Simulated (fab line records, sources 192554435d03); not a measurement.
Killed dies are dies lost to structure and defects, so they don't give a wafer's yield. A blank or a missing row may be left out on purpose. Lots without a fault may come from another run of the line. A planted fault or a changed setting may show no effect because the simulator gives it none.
Which tool did it? | flow n5_finfet | 11 lots, 32 wafers sampled, at 3 steps of a route of 1938

WHAT THE GAUGES READ, wafer by wafer
N5_BEOL_M3_RS_MEAS_58: measures by four-point-probe.
lot  | measured     | on            | M3_RS (ohm/sq)
L841 | day 8 20:01  | film_metro-01 | 0.69 0.67 0.67
L840 | day 8 21:54  | film_metro-01 | 0.71 0.68 0.67
L843 | day 9 00:31  | film_metro-02 | 0.67 0.62 0.68
L842 | day 9 00:48  | film_metro-02 | 0.70 0.67 0.68
L845 | day 9 04:16  | film_metro-01 | 0.72 0.62 0.63
L847 | day 9 18:21  | film_metro-01 | 0.67 0.65 0.65
L849 | day 10 12:16 | film_metro-02 | 0.68 0.64 0.63
L851 | day 11 02:26 | film_metro-01 | 0.71 0.60 0.71
L852 | day 11 02:44 | film_metro-01 | 0.69 0.65 0.65
L857 | day 12 10:02 | film_metro-02 | 0.69 0.67
L862 | day 13 21:49 | film_metro-02 | 0.71 0.68 0.65

WHICH TOOL RAN EACH LOT (tool, then ch and the chambers of the sampled wafers, then the start)
lot  | N5_BEOL_M3_ANNEAL_51             | N5_BEOL_M3_CO_CAP_55
L841 | rtp_anneal-02 ch 0, day 8 19:11  | cvd_co-01 ch 0,1,2, day 8 19:49
L840 | rtp_anneal-01 ch 0, day 8 21:05  | cvd_co-01 ch 1,2, day 8 21:43
L843 | rtp_anneal-02 ch 0, day 8 23:43  | cvd_co-02 ch 0,2, day 9 00:20
L842 | rtp_anneal-02 ch 0, day 8 23:59  | cvd_co-01 ch 1,2, day 9 00:37
L845 | rtp_anneal-02 ch 0, day 9 03:23  | cvd_co-02 ch 0,1, day 9 04:04
L847 | rtp_anneal-02 ch 0, day 9 17:35  | cvd_co-02 ch 0,1,2, day 9 18:10
L849 | rtp_anneal-01 ch 0, day 10 11:26 | cvd_co-01 ch 0,1, day 10 12:04
L851 | rtp_anneal-01 ch 0, day 11 01:43 | cvd_co-01 ch 0,1,2, day 11 02:17
L852 | rtp_anneal-02 ch 0, day 11 01:55 | cvd_co-02 ch 0,1,2, day 11 02:32
L857 | rtp_anneal-02 ch 0, day 12 09:13 | cvd_co-02 ch 0,1, day 12 09:51
L862 | rtp_anneal-01 ch 0, day 13 20:59 | cvd_co-01 ch 0,2, day 13 21:37
- N5_BEOL_M3_ANNEAL_51: time 90 s.
- N5_BEOL_M3_CO_CAP_55: material Co, precursor CCTBA/H2, target thk 2 nm, time 102.1 s.

THE ANSWER, worked out from the rows above alone
Rule: what is usual is taken from the lots themselves. Put in order of their means at a reading, lots are off if they are a third of the lots or fewer, leave a main group of 4 or more, and stand apart from it by a gap of 3 or more times the standard deviation of the main group's means; of several such gaps the widest counts. A main group whose means are all the same, to the digits that the tables above print for the reading, isn't used. A lot without any number at a reading at which 4 lots or more have one is off too. The other lots that the step has rows for count as sound.
No lot is off at any reading shown: from this, nothing can be told.

WHAT THE SIMULATOR HAD PUT IN
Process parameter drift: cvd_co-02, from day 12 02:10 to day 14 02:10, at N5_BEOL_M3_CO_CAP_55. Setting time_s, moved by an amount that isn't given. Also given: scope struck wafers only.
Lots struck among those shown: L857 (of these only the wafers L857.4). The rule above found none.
